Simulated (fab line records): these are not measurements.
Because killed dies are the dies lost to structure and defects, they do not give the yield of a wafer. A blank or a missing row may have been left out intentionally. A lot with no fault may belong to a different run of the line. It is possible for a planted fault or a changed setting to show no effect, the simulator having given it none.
fab line records ; flow nand_harc
[record] lots = 13; wafers = 39; last_day = 26
route steps=1159 shown P_ZERO_WELL@18 P_GATE@170
lots untouched by any fault: they come from a run of this same line in which no faults occurred
start_h: hours from the record's first day to the start of the lot's first wafer shown ; wait_h: hours since the lot's step before ; " repeats the value in the row above ; L1.1+2: a row that stands for several wafers ; - value missing, or start not given ; * or withheld: withheld ; < > ~ a bound
route shown NAME@n: NAME is a module with steps in the file, n the number in the route of the first one ; usual: mean/standard deviation taken from wafers without a fault ; same: alike in all rows ; chamber/n: place in a boat ; sites: per-site readings ; _std_site: standard deviation across them ; _edge_site: outer sites' mean less inner sites' ; radius_mm: how far each site lies from the wafer's centre ; mask NAME#n: copy n ; behind: the most recent tool/chamber to have shaped the wafer ; hold: the reason the lot was held/the length of the hold in hours/how it ended ; device: transistor that didn't switch, given as n, p or np ; end of line: tests of these same wafers at the route's end ; step lacking rows: just its recipe ; killed: dies lost to structure and defects at the first sort, not the wafer's yield ; map: the dies of a wafer, with x for killed, . for not killed, _ for no die there
set.NAME: the run value of the setting; set.NAME@STEP: its run value at that earlier step ; model.NAME: the simulator's own value behind a step, which no gauge read
the route's steps for a sample of lots (tables are steps, rows are wafers)
services: a tool's chamber out of use, with start hour (start_h, from the record's first day; less than 0 if before it), hours out, and reason
[[steps]]
[step NHARC_P_ZERO_WELL_ETCH_62]
[recipe] target_depth_a = 130; time_s = 6.5; chf3_flow_sccm = 50; ar_flow_sccm = 200; rf_w = 500; bias_w = 200; chemistry = CHF3/Ar
[usual] drypump_motor_current_A = 5.9/0.37; oes_product_au = 0.965/0.018; rf_fwd_power_W = 488.0/1.9; rf_vpp_V = 369.9/2; showerhead_plenum_p_Torr = 2.31/0.086; throttle_valve_pct = 20.216/0.009
lot.wafer;tool;chamber;start_h;wait_h;drypump_motor_current_A;oes_product_au;rf_fwd_power_W;rf_hours_counter_h;rf_vpp_V;showerhead_plenum_p_Torr;throttle_valve_pct
L233.3;rie_diel-09;2;-;-;5.7;0.950;486.4;7;370.0;2.33;20.229
L233.5;rie_diel-09;1;-;-;6.5;0.972;488.1;-;367.5;2.22;20.217
L233.4;rie_diel-09;2;-;-;5.7;0.948;487.9;-;370.1;2.33;20.214
L234.4;rie_diel-09;3;-;-;5.9;0.964;487.1;7;370.5;2.30;20.202
L234.3;rie_diel-09;1;-;-;6.4;0.971;491.7;7;367.6;2.22;20.218
L234.5;rie_diel-09;3;-;-;5.9;0.956;489.4;-;368.7;2.30;20.205
L235.4;rie_diel-09;0;-;-;6.2;0.963;487.5;7;369.0;2.29;20.220
L235.3;rie_diel-09;1;-;-;6.5;0.992;492.1;8;368.7;2.22;20.214
L235.1;rie_diel-09;2;-;-;5.8;0.980;488.2;7;370.7;2.33;20.232
L237.2;rie_diel-10;1;-;-;5.7;0.965;486.7;2;374.0;2.47;20.232
L237.1;rie_diel-10;0;-;-;6.2;0.962;487.0;2;373.7;2.49;20.221
L237.4;rie_diel-10;1;-;-;5.7;0.960;488.6;-;372.7;2.47;20.211
L238.4;rie_diel-09;3;-;-;5.9;0.981;485.6;9;368.8;2.30;20.218
L238.2;rie_diel-09;1;-;-;6.4;0.968;489.7;9;367.6;2.22;20.211
L238.5;rie_diel-09;3;-;-;5.9;0.975;487.3;-;367.5;2.30;20.218
L239.3;rie_diel-07;2;-;-;5.1;0.982;487.2;9;369.6;2.25;20.224
L239.2;rie_diel-07;1;-;-;5.6;0.950;485.2;10;370.4;2.34;20.227
L239.5;rie_diel-07;3;-;-;5.7;0.972;489.5;-;370.5;2.30;20.234
L240.4;rie_diel-09;2;-;-;5.7;0.909;484.4;10;370.0;2.33;20.216
L240.6;rie_diel-09;3;-;-;5.9;0.912;486.3;-;370.2;2.30;20.214
L240.5;rie_diel-09;0;-;-;6.2;0.923;486.3;-;370.0;2.29;20.217
L242.2;rie_diel-10;0;-;-;6.2;0.960;487.9;6;373.1;2.48;20.217
L242.4;rie_diel-10;1;-;-;5.7;0.956;485.0;5;372.0;2.47;20.211
L242.3;rie_diel-10;2;-;-;5.3;0.985;491.5;2;372.3;2.45;20.204
L244.4;rie_diel-07;1;-;-;5.7;0.973;486.4;1;370.8;2.34;20.220
L244.2;rie_diel-07;2;-;-;5.2;0.981;493.2;1;368.4;2.25;20.224
L244.6;rie_diel-07;2;-;-;5.1;0.989;490.2;-;369.2;2.25;20.208
L246.4;rie_diel-07;1;-;-;5.7;0.957;487.8;2;369.9;2.34;20.225
L246.2;rie_diel-07;0;-;-;5.7;0.975;487.0;2;367.4;2.21;20.224
L246.6;rie_diel-07;2;-;-;5.1;0.994;487.3;-;368.9;2.25;20.215
L250.3;rie_diel-10;0;-;-;6.2;0.977;487.2;10;374.7;2.48;20.229
L250.2;rie_diel-10;2;-;-;5.3;0.973;490.9;8;371.8;2.45;20.218
L250.6;rie_diel-10;2;-;-;5.3;0.967;492.4;-;372.4;2.45;20.208
L253.3;rie_diel-09;1;-;-;6.5;0.978;488.7;3;366.8;2.21;20.206
L253.1;rie_diel-09;2;-;-;5.7;0.961;486.2;3;371.0;2.33;20.215
L253.2;rie_diel-09;3;-;-;5.9;0.968;488.0;4;368.4;2.29;20.216
L256.4;rie_diel-09;0;-;-;6.1;0.975;491.0;6;368.7;2.29;20.215
L256.2;rie_diel-09;1;-;-;6.5;0.964;489.9;5;370.4;2.21;20.220
L256.6;rie_diel-09;3;-;-;5.9;0.949;487.1;-;369.4;2.29;20.231
[step NHARC_P_ZERO_WELL_IMPLANT_40]
[recipe] energy_kev = 300; dose_cm2 = 1e+13; tilt_deg = 7
[usual] dose_ions_cm2 = 1.0002e+13/1.1e+10; faraday_current_uA = 127.0/2.7
[same] implant_ion_amu = 11
lot.wafer;tool;chamber;start_h;wait_h;dose_ions_cm2;faraday_current_uA
L233.3;implanter-02;0;16.63;0.2;9.993e+12;125.4
L233.4;implanter-02;0;16.63;0.2;1.0006e+13;127.3
L233.5;implanter-02;0;16.63;0.2;1.0008e+13;132.7
L234.3;implanter-02;0;22.54;0.2;1.0015e+13;124.3
L234.4;implanter-02;0;22.54;0.2;1.0017e+13;125.5
L234.5;implanter-02;0;22.54;0.2;1.0008e+13;124.1
L235.1;implanter-02;0;28.58;0.1;1.0002e+13;124.3
L235.3;implanter-02;0;28.58;0.1;1.0007e+13;122.5
L235.4;implanter-02;0;28.58;0.1;1.0007e+13;126.7
L237.1;implanter-01;0;40.48;0.1;1.0003e+13;133.4
L237.2;implanter-01;0;40.48;0.1;1.0005e+13;126.8
L237.4;implanter-01;0;40.48;0.1;1.0003e+13;125.1
L238.2;implanter-02;0;46.38;0.2;9.986e+12;128.3
L238.4;implanter-02;0;46.38;0.2;9.991e+12;126.9
L238.5;implanter-02;0;46.38;0.2;1.0003e+13;127.6
L239.2;implanter-02;0;52.51;0.1;1.0011e+13;127.9
L239.3;implanter-02;0;52.51;0.1;1.0008e+13;130.3
L239.5;implanter-02;0;52.51;0.1;9.987e+12;128.8
L240.4;implanter-02;0;59.27;0.2;9.977e+12;127.4
L240.5;implanter-02;0;59.27;0.2;9.979e+12;124.8
L240.6;implanter-02;0;59.27;0.2;9.979e+12;119.7
L242.2;implanter-01;0;70.20;0.2;1.0018e+13;126.4
L242.3;implanter-01;0;70.20;0.2;1.0001e+13;129.9
L242.4;implanter-01;0;70.20;0.2;1.0015e+13;121.9
L244.2;implanter-02;0;82.43;0.1;1.701e+13;217.6
L244.4;implanter-02;0;82.43;0.1;1.6997e+13;212.9
L244.6;implanter-02;0;82.43;0.1;1.6986e+13;213.3
L246.2;implanter-01;0;94.44;0.1;1.0003e+13;129.9
L246.4;implanter-01;0;94.44;0.1;1.0018e+13;128.1
L246.6;implanter-01;0;94.44;0.1;1.001e+13;128.8
L250.2;implanter-02;0;119.07;0.2;1.6983e+13;208.0
L250.3;implanter-02;0;119.07;0.2;1.6971e+13;221.8
L250.6;implanter-02;0;119.07;0.2;1.6994e+13;215.5
L253.1;implanter-01;0;136.37;0.1;9.997e+12;126.8
L253.2;implanter-01;0;136.37;0.1;1.0018e+13;129.2
L253.3;implanter-01;0;136.37;0.1;1.0013e+13;123.0
L256.2;implanter-01;0;154.57;0.1;9.989e+12;125.2
L256.4;implanter-01;0;154.57;0.1;1.0002e+13;129.8
L256.6;implanter-01;0;154.57;0.1;1.0009e+13;125.7
[step NHARC_P_GATE_CD_MEAS_46]
[recipe] target_cd_nm = 720; landing_energy_ev = 500
[usual] cd_nm = 720.0/1.9
lot.wafer;tool;chamber;start_h;wait_h;cd_nm
L233.3;cd_sem-03;0;102.16;-;718.2
L233.4;cd_sem-03;0;102.16;-;717.5
L233.5;cd_sem-03;0;102.16;-;718.6
L234.3;cd_sem-03;0;106.38;-;720.5
L234.4;cd_sem-03;0;106.38;-;721.8
L234.5;cd_sem-03;0;106.38;-;720.3
L235.1;cd_sem-01;0;112.24;-;717.1
L235.3;cd_sem-01;0;112.24;-;716.4
L235.4;cd_sem-01;0;112.24;-;718.3
L237.1;cd_sem-03;0;122.58;-;721.1
L237.2;cd_sem-03;0;122.58;-;721.0
L237.4;cd_sem-03;0;122.58;-;721.2
L239.2;cd_sem-02;0;136.67;-;721.7
L239.3;cd_sem-02;0;136.67;-;720.4
L239.5;cd_sem-02;0;136.67;-;721.5
L238.2;cd_sem-02;0;137.32;-;724.1
L238.4;cd_sem-02;0;137.32;-;722.2
L238.5;cd_sem-02;0;137.32;-;721.6
L240.4;cd_sem-01;0;147.44;-;719.4
L240.5;cd_sem-01;0;147.44;-;719.8
L240.6;cd_sem-01;0;147.44;-;717.4
L242.2;cd_sem-01;0;154.30;-;724.0
L242.3;cd_sem-01;0;154.30;-;721.1
L242.4;cd_sem-01;0;154.30;-;722.8
L246.2;cd_sem-02;0;176.65;-;717.9
L246.4;cd_sem-02;0;176.65;-;721.8
L246.6;cd_sem-02;0;176.65;-;719.0
L244.2;cd_sem-01;0;177.10;-;719.1
L244.4;cd_sem-01;0;177.10;-;722.3
L244.6;cd_sem-01;0;177.10;-;719.9
L250.2;cd_sem-01;0;209.94;-;720.1
L250.3;cd_sem-01;0;209.94;-;717.7
L250.6;cd_sem-01;0;209.94;-;717.1
L253.1;cd_sem-03;0;218.56;-;720.0
L253.2;cd_sem-03;0;218.56;-;719.9
L253.3;cd_sem-03;0;218.56;-;719.4
L256.2;cd_sem-03;0;236.20;-;719.3
L256.4;cd_sem-03;0;236.20;-;717.6
L256.6;cd_sem-03;0;236.20;-;719.6
[step NHARC_P_GATE_STRIP_76]
[recipe] power_w = 1500; temp_c = 250; chemistry = O2
[usual] drypump_motor_current_A = 5.8/0.4; heater_power_w = 327/36
lot.wafer;tool;chamber;start_h;wait_h;drypump_motor_current_A;heater_power_w;rf_hours_counter_h
L233.3;plasma_asher-02;0;104.63;0.2;6.1;293;-
L233.4;plasma_asher-02;1;104.63;0.2;5.6;348;-
L233.5;plasma_asher-02;1;104.63;0.2;5.6;344;-
L234.3;plasma_asher-02;1;109.75;0.2;5.6;346;-
L234.4;plasma_asher-02;0;109.75;0.2;6.1;308;-
L234.5;plasma_asher-02;1;109.75;0.2;5.6;349;-
L235.1;plasma_asher-02;1;114.86;0.2;5.6;347;36
L235.3;plasma_asher-02;1;114.86;0.2;5.6;350;-
L235.4;plasma_asher-02;0;114.86;0.2;6.1;294;-
L237.2;plasma_asher-01;0;125.01;0.2;5.2;278;4
L237.1;plasma_asher-01;1;125.01;0.2;6.2;382;4
L237.4;plasma_asher-01;0;125.01;0.2;5.2;278;-
L239.2;plasma_asher-01;1;139.43;0.2;6.3;381;7
L239.3;plasma_asher-01;1;139.43;0.2;6.3;380;-
L239.5;plasma_asher-01;1;139.43;0.2;6.3;387;-
L238.2;plasma_asher-01;0;140.80;0.2;5.2;283;8
L238.4;plasma_asher-01;1;140.80;0.2;6.3;378;-
L238.5;plasma_asher-01;1;140.80;0.2;6.3;376;-
L240.4;plasma_asher-02;1;149.91;0.1;5.6;350;-
L240.5;plasma_asher-02;0;149.91;0.1;6.1;303;-
L240.6;plasma_asher-02;1;149.91;0.1;5.6;355;-
L242.2;plasma_asher-02;0;156.89;0.2;6.1;295;49
L242.4;plasma_asher-02;1;156.89;0.2;5.6;350;-
L242.3;plasma_asher-02;0;156.89;0.2;6.1;304;-
L246.2;plasma_asher-02;1;179.14;0.2;5.6;338;57
L246.4;plasma_asher-02;0;179.14;0.2;6.1;297;-
L246.6;plasma_asher-02;0;179.14;0.2;6.1;306;-
L244.2;plasma_asher-01;0;179.68;0.2;5.2;279;21
L244.4;plasma_asher-01;0;179.68;0.2;5.2;290;-
L244.6;plasma_asher-01;0;179.68;0.2;5.2;283;-
L250.2;plasma_asher-01;0;212.59;0.2;5.2;275;33
L250.3;plasma_asher-01;1;212.59;0.2;6.3;379;-
L250.6;plasma_asher-01;0;212.59;0.2;5.2;283;-
L253.2;plasma_asher-02;0;221.13;0.2;6.1;299;10
L253.1;plasma_asher-02;1;221.13;0.2;5.6;327;10
L253.3;plasma_asher-02;1;221.13;0.2;5.6;333;-
L256.2;plasma_asher-01;1;238.82;0.2;6.3;372;43
L256.4;plasma_asher-01;1;238.82;0.2;6.3;373;-
L256.6;plasma_asher-01;0;238.82;0.2;5.2;283;-
[[services]]
tool;chamber;start_h;hours;kind
implanter-01;-;-5.00;1.6;repair
rie_diel-10;-;-0.50;9.0;pm
implanter-01;-;2.74;3.0;repair
plasma_asher-01;-;5.48;1.9;repair
plasma_asher-02;-;6.00;9.0;pm
rie_diel-09;0;12.37;7.2;repair
rie_diel-10;2;24.86;21.5;repair
rie_diel-07;2;39.06;5.7;repair
rie_diel-09;1;43.65;9.3;repair
rie_diel-07;-;51.20;9.0;pm
implanter-02;-;54.61;0.8;repair
rie_diel-09;-;77.10;9.0;pm
implanter-02;-;85.13;13.0;pm
rie_diel-10;0;98.53;1.6;repair
plasma_asher-01;-;100.99;9.0;pm
implanter-02;-;103.49;9.0;repair
rie_diel-10;0;136.45;6.5;repair
implanter-01;-;144.29;4.3;repair
rie_diel-07;-;155.02;0.1;repair
implanter-02;-;157.99;2.6;repair
rie_diel-07;3;170.30;32.2;repair
plasma_asher-02;-;172.30;1.2;repair
plasma_asher-02;-;183.00;9.0;pm
implanter-01;-;183.62;2.7;repair
[[key]]
[first_sign] step = NHARC_P_ZERO_WELL_IMPLANT_40; reading = dose_ions_cm2; direction = up; sigmas = 99+; usual = 1.0002e+13; struck = 1.699e+13
[effect] step = NHARC_P_ZERO_WELL_IMPLANT_40; reading = faraday_current_uA; direction = up; sigmas = 33; usual = 127.0; struck = 214.8
met_at NHARC_P_ZERO_WELL_IMPLANT_40
struck_lots L244,L250
tester_left_out L244,L250
not_acting_at NHARC_P_ZERO_WELL_ETCH_62,NHARC_P_GATE_CD_MEAS_46,NHARC_P_GATE_STRIP_76
onset_between 59.27 82.43
[fault] kind = process_parameter_drift; tool = implanter-02; chamber = -; onset_h = 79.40; steps = NHARC_P_ZERO_WELL_IMPLANT_40; channel = dose_cm2; offset = 6.9858e+12; shape = step; end_h = 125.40; acts_in = these_recipes_only; stated = 1e+13
// tester_left_out: of these lots the tester's yield and bins aren't shown, on N5 and GAA mostly nor the transistor test; their killed dies are dies lost to structure and defects alone, not to doping, threshold or leakage, so they don't give the yield
